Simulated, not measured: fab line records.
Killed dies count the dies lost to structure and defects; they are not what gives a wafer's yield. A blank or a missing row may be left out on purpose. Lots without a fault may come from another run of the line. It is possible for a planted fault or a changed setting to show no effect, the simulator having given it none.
2 desks, one fault	flow n5 finfet	each desk has only its own numbers; what lay behind them comes last

== DESK OF THE TOOL OWNER: ald sin-01 ==
The tool's own readings at N5_SPACER0_ALD_00 (deposits SiOCN, target thk 3.5 nm, pulse time 3 s, purge time 2 s): means of the sampled wafers that have a number, for each lot that ran on this tool. If a lot's mean is further than 4 standard deviations from the usual mean, the lot is out of limits and carries the mark OUT (the distance appears in the brackets).
Columns: A = heater power w at N5_SPACER0_ALD_00, usual 840 W; B = precursor pulse height rel at N5_SPACER0_ALD_00, usual 0.999
lot	first seen here	A	B
L417	day 3 06:28	861	0.987
L425	day 5 06:25	824	1.016
L426	day 5 13:21	792	1.024
L429	day 6 10:29	820	1.003
L433	day 7 05:41	834	0.992
Result from this desk: across the 5 lots, nothing is out of limits.

== THE METROLOGY DESK ==
What the gauges read, lot by lot, whatever tool the lot ran on: means of the sampled wafers that have a number. If a lot's mean is further than 4 standard deviations from the usual mean, the lot is out of limits and carries the mark OUT (the distance appears in the brackets). 7 of its 16 readings are shown: the first one out of limits and those lying furthest out on some lot.
Columns: A = ION_N at N5_BEOL_M4_RC_MEAS_101, usual 680 uA/um; B = ION_P at N5_BEOL_M4_RC_MEAS_101, usual 465 uA/um; C = REXT_N at N5_BEOL_M4_RC_MEAS_101, usual 75.2 ohm.um; D = REXT_P at N5_BEOL_M4_RC_MEAS_101, usual 99.9 ohm.um; E = VT_N at N5_BEOL_M4_RC_MEAS_101, usual 249 mV; F = VT_N_LVT at N5_BEOL_M4_RC_MEAS_101, usual 97 mV; G = VT_P_LVT at N5_BEOL_M4_RC_MEAS_101, usual -98.5 mV
lot	first seen here	A	B	C	D	E	F	G
L417	day 8 08:55	675	463	74.9	102.0	250	98	-96.9
L416	day 8 12:06	682	457	71.9	100.6	251	100	-102.5
L425	day 10 02:14	693	474	73.8	99.5	248	95	-96.6
L426	day 10 04:45	678	467	75.8	102.0	247	97	-97.1
L428	day 11 07:11	679	461	76.6	101.7	248	96	-99.1
L429	day 11 12:19	654	452	87.3 (+7.1) OUT	110.7 (+4.2) OUT	252	104	-102.8
L430	day 11 16:40	672	458	75.6	98.7	254	99	-100.9
L432	day 12 04:37	680	468	75.3	103.5	252	97	-99.3
L433	day 12 09:25	646	442	84.0 (+5.2) OUT	116.1 (+6.2) OUT	258	106	-104.7
Per this desk, out of limits: L429, L433; the first was L429, day 11 12:19 (REXT_N at N5_BEOL_M4_RC_MEAS_101). In limits: L417, L416, L425, L426, L428, L430, L432.

== TAKEN TOGETHER ==
The metrology desk could have raised an alarm at day 11 12:19, on L429, L433.
The desk of the tool owner found nothing out of limits.
The tool owner's desk has L429, L433 on record, within its limits.
All the named lots went through N5_SPACER0_ALD_00 on ald sin-01.

== WHAT WAS PUT IN BY THE SIMULATOR ==
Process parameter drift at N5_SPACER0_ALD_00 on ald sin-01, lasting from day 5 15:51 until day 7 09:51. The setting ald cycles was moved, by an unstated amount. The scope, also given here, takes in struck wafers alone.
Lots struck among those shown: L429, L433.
Per desk, hours elapsed from the start of the fault to the first reading out of limits: for the metrology desk, 140.
